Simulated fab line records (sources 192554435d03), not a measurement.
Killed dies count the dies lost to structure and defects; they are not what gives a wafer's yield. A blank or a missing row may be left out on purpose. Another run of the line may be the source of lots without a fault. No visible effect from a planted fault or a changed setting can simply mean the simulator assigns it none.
Comparing a struck lot with a sound one    flow n5_finfet    15 out of 1938 route steps
Sound: wafers L382.1, L382.2, L382.5. Wafers struck: L395.1, L395.2, L395.6. At the end, the cause is stated.
Order at every step that has rows: each side's tool, ch and its chambers, its first start. Under that, the readings that differ: sound wafers    struck wafers    difference of the means    sigmas: that difference in standard deviations of wafers without a fault.
alike: a reading whose means differ by less than 2 such deviations, as well as words and numbers matching on both sides. not compared: withheld readings; readings where some wafer has no value; bounds like >300 that might hide an equal value; numbers whose values overlap and for which the record gives no deviation.
The two part at a step that has a row with sigmas, a row that says differs or no value, or rows on one side only. Non-overlapping numbers with no deviation appear without sigmas and do not part them. A reading missing from all wafers of one side parts the sides only when that side holds two or more wafers.

first, 4 steps without rows for these wafers: N5_BEOL_M11_SOFTBAKE_06 (time 60 s); N5_BEOL_M11_EXPOSE_08 (exposes mask M11); N5_BEOL_M11_PEB_09 (peb time 60 s); N5_BEOL_M11_DEVELOP_10 (develop time 30 s).
N5_BEOL_M11_CD_MEAS_11 targets a cd of 64.1 nm.
  sound on cd_sem-01 ch 0, day 10 15:47; struck on cd_sem-01 ch 0, day 14 05:14
  alike: cd_nm
N5_BEOL_M11_OVL_MEAS_12:
  sound on overlay-02 ch 0, day 10 15:49; struck on overlay-02 ch 0, day 14 05:17
  alike: M11_OVL
N5_BEOL_M11_INSPECT_13: inspects for defects (brightfield).
  sound on defect_inspect-02, day 10 15:50; struck on defect_inspect-02, day 14 05:18
  alike: raw_defect_count
N5_BEOL_M11_DESCUM_16: chemistry O2, time 7.9 s.
  sound on rie_diel-06 ch 2,3, day 10 16:12; struck on rie_diel-04 ch 0,1,3, day 14 05:24
  alike: drypump_motor_current_A, o2_flow_sccm, oes_product_au, rf_vpp_V, showerhead_plenum_p_Torr, throttle_valve_pct
  not compared: rf_hours_counter_h
N5_BEOL_M11_ETCH_61: etches SiARC in CF4, target depth 39 nm, time 65 s.
  sound on rie_diel-06 ch 2,3, day 10 16:14; struck on rie_diel-04 ch 0,1,3, day 14 05:26
  alike: drypump_motor_current_A, etch_rf_on_time_s, oes_product_au, rf_vpp_V, showerhead_plenum_p_Torr, throttle_valve_pct
  not compared: rf_hours_counter_h
N5_BEOL_M11_ETCH_62: etches SOC in N2/H2, target depth 110 nm, overetch 22 nm, time 165 s.
  sound on rie_diel-06 ch 2,3, day 10 16:17; struck on rie_diel-04 ch 0,1,3, day 14 05:29
  alike: drypump_motor_current_A, oes_product_au, rf_vpp_V, showerhead_plenum_p_Torr, throttle_valve_pct
  not compared: rf_hours_counter_h
then, 1 step without rows for these wafers: N5_BEOL_M11_STRIP_68 (strips in N2/H2).
N5_BEOL_M11_STRIP_67: strips in CF4.
  sound on rie_diel-06 ch 2,3, day 10 16:26; struck on rie_diel-04 ch 0,1,3, day 14 05:38
  alike: drypump_motor_current_A, oes_product_au, rf_vpp_V, showerhead_plenum_p_Torr, throttle_valve_pct
  not compared: rf_hours_counter_h
N5_BEOL_M11_HM_OPEN_17: chemistry Cl2/BCl3, target TiN, target depth 20 nm, overetch 6 nm.
  sound on rie_metal-03 ch 0,1, day 10 16:28; struck on rie_metal-02 ch 1, day 14 05:40
reading                                    sound         struck        difference  sigmas
model.SOC_of_BEOL_M11_COAT_59.thk_nm (nm)  91.6 92 91.8  87.8 87.8 88  -3.9        
  alike: drypump_motor_current_A, oes_product_au, throttle_valve_pct
  not compared: rf_hours_counter_h
N5_BEOL_M11_STRIP_19: strips in O2.
  sound on rie_diel-06 ch 2,3, day 10 16:35; struck on rie_diel-04 ch 0,3, day 14 05:59
  alike: drypump_motor_current_A, o2_flow_sccm, oes_product_au, rf_vpp_V, showerhead_plenum_p_Torr, throttle_valve_pct
  not compared: rf_hours_counter_h
-- a jump in the record: the struck wafers' starts before and after are 2 days apart (it breaks off in module BEOL_M11 and resumes in module PASSIVATION, where the first step shown is number 1936 of the route) --
N5_PASSIVATION_PROBE_49:
  sound on prober-01, day 12 14:44; struck on prober-01, day 16 13:20
  alike: defect_limited_yield, killed_at_M0_to_M3, killed_at_M4_up, killed_at_contacts, killed_at_front_end, killed_at_other, killed_dies, killed_open, killed_short, sort_bin_4_leakage, sort_bin_5_function, sort_bin_6_memory, sort_bin_8_speed, sort_n_pass, sort_yield_pct

== WHERE THEY PART ==
Nowhere in this record.

WHY: the cause the simulator had injected
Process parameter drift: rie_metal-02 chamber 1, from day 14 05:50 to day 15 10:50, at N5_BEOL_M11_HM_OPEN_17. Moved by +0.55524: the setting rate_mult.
